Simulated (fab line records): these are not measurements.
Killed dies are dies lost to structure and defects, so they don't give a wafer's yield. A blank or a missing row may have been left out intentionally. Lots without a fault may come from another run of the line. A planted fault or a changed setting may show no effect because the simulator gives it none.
One fault seen from 2 desks    flow n5 finfet    every desk sees just its own numbers, and what lay behind them comes last

== TOOL OWNER'S DESK, pecvd-03 ==
The tool's own readings at N5_BEOL_M14_DEP_53 (deposits SiCN from 3MS/NH3, target thk 50 nm, time 17.8 s): means of the sampled wafers that have a number, for each lot that ran on this tool. The brackets show how far a lot's mean lies from the usual mean; more than 4 standard deviations puts the lot out of limits, marked OUT.
Columns: A = showerhead plenum p Torr at N5_BEOL_M14_DEP_53, usual 4.151 Torr; B = throttle valve pct at N5_BEOL_M14_DEP_53, usual 18.1 %
lot   first seen here  A      B
L112  day 11 12:30     4.151  18.7
L116  day 12 18:14     4.166  17.9
L118  day 13 07:31     4.157  18.4
This desk found nothing out of limits on any of the 3 lots.

== THE METROLOGY DESK ==
Lot by lot, what the gauges showed, no matter which tool ran the lot: averages of those sampled wafers that carry a number. The brackets show how far a lot's mean lies from the usual mean; more than 4 standard deviations puts the lot out of limits, marked OUT.
Columns: A = M14_THK at N5_BEOL_M14_THK_MEAS_50, usual 567 nm; B = M14_RS at N5_BEOL_M14_RS_MEAS_54, usual 0.0333 ohm/sq
lot   first seen here  A    B
L112  day 11 12:26     579  0.0326
L113  day 12 05:27     560  0.0337
L116  day 12 18:11     566  0.0333
L118  day 13 07:26     564  0.0335
L120  day 13 07:49     582  0.0324
L126  day 14 18:48     565  0.0335
This desk found nothing out of limits on any of the 6 lots.

== PUT TOGETHER ==
Nothing out of limits was seen by the tool owner's desk.
From the metrology desk's view, nothing was out of limits.

== WHAT WAS PUT IN BY THE SIMULATOR ==
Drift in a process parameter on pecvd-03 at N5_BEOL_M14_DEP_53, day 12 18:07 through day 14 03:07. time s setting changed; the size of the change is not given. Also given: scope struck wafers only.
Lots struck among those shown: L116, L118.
